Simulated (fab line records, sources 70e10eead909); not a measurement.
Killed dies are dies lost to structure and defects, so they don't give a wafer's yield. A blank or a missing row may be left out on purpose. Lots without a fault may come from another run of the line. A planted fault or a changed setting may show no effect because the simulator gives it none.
Problem report in the 8D (eight disciplines) form, filled by code | flow nand_harc | the parts of the form that need people (team, actions taken, sign-off) are left out

1. THE PROBLEM
sort_bin_3_pct at NHARC_END_SORT_01 reads a mean of 4.14 % on 2 wafers of 2 lots; wafers without a fault read 0.25 % with a standard deviation of 0.21. That is +19 standard deviations from the usual mean.
First seen on wafer L927.6, day 24 04:14, on prober-01. The record holds 19 wafers of 7 lots with a number at this step. Rule for "out", or "out of limits": more than 4 standard deviations from the usual mean. The other wafers with a number count as sound.

2. WHAT IT IS AND WHAT IT IS NOT
question                    | is                                                                                                              | is not
which readings at this step | sort_bin_3_pct, defect_limited_yield, killed_at_array, killed_dies, sort_bin_2_pct, sort_n_pass, sort_yield_pct | killed_at_other, killed_at_periphery, killed_open, killed_short
which lots                  | L927, L929                                                                                                      | L915, L921, L922, L923, L925
which wafers of those lots  | L927.6, L929.3                                                                                                  | L927.2, L927.3, L929.1, L929.4
read on which gauges        | prober-01, prober-02                                                                                            | -
when                        | from day 24 04:14                                                                                               | up to then (15 sound wafers); but 2 sound wafers of L929 came after

3. SUSPECTS, AND WHAT RULES EACH OUT
Counting: a tool at a process step up to the reading stays a suspect if it ran every lot that is out. Sound lots after the first of them don't rule it out here, since some wafers of a struck lot are sound.
- the gauge at NHARC_END_SORT_01: ruled out. The wafers that are out were read on 2 gauges (prober-01, prober-02).
- rie_diel-13 at NHARC_A_BONDPAD_STRIP_15 (strips in O2): kept. It ran every lot that is out, first L927 (day 22 16:04); its last sound lot up to then is L925 (day 21 10:05).
- pvd_sputter-03 at NHARC_THIN_TSV_PVD_51 (deposits Cu, target thk 100 nm): kept. It ran every lot that is out, first L927 (day 23 12:43); its last sound lot up to then is L915 (day 19 18:19). NHARC_THIN_TSV_PVD_51 gives no start for some lots, so the hours and the order of its lots are those of NHARC_THIN_TSV_ANNEAL_52.
- Within rie_diel-13 at NHARC_A_BONDPAD_STRIP_15: the wafers that are out ran in chamber 2; their sound lot-mates ran in chambers 0, 1.
Left after counting: rie_diel-13 at NHARC_A_BONDPAD_STRIP_15, pvd_sputter-03 at NHARC_THIN_TSV_PVD_51.

4. THE CAUSE (what the simulator had put in)
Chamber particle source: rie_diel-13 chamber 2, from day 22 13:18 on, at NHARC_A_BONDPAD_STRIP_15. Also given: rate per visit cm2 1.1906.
Counting left 2 suspects, and this tool is among them.

5. THE CHAIN OF EFFECTS, in route order
Each row: a reading whose mean over the struck wafers that have a number lies more than 3 standard deviations from the usual. Only readings for which the record gives a usual standard deviation are gone through. hours: the time from each lot's start at the first step in this table that gives one to its start at this step, as a median over the lots. sigmas: the change in usual standard deviations.
hours | step              | reading              | usual  | on struck wafers | change | sigmas
0     | NHARC_END_SORT_01 | defect_limited_yield | 95.7 % | 83.1             | -12.6  | -7.9
0     | NHARC_END_SORT_01 | killed_at_array      | 25     | 112              | +86    | +8.9
0     | NHARC_END_SORT_01 | killed_dies          | 29     | 114              | +86    | +7.8
0     | NHARC_END_SORT_01 | sort_bin_2_pct       | 1.4 %  | 7.6              | +6.2   | +10
0     | NHARC_END_SORT_01 | sort_bin_3_pct       | 0.25 % | 4.14             | +3.89  | +19
0     | NHARC_END_SORT_01 | sort_n_pass          | 648    | 562              | -86    | -7.8
0     | NHARC_END_SORT_01 | sort_rim_yield_pct   | 94 %   | 82               | -12    | -3.6
0     | NHARC_END_SORT_01 | sort_yield_pct       | 95.7 % | 83.1             | -12.6  | -7.9

6. WHAT WOULD HAVE CAUGHT IT SOONER
In this record the first reading out of limits at a measuring or inspecting step was taken at day 24 04:14, 39 hours after the fault began at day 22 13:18.
Of the tool readings at NHARC_A_BONDPAD_STRIP_15 for which the record gives a usual standard deviation, none was out on any struck wafer, so an alarm limit of 4 standard deviations on them would not have fired.
All the lots that are out (2) had begun NHARC_A_BONDPAD_STRIP_15 on rie_diel-13 by day 24 04:14. A hold on the tool at that time would have spared none of them.
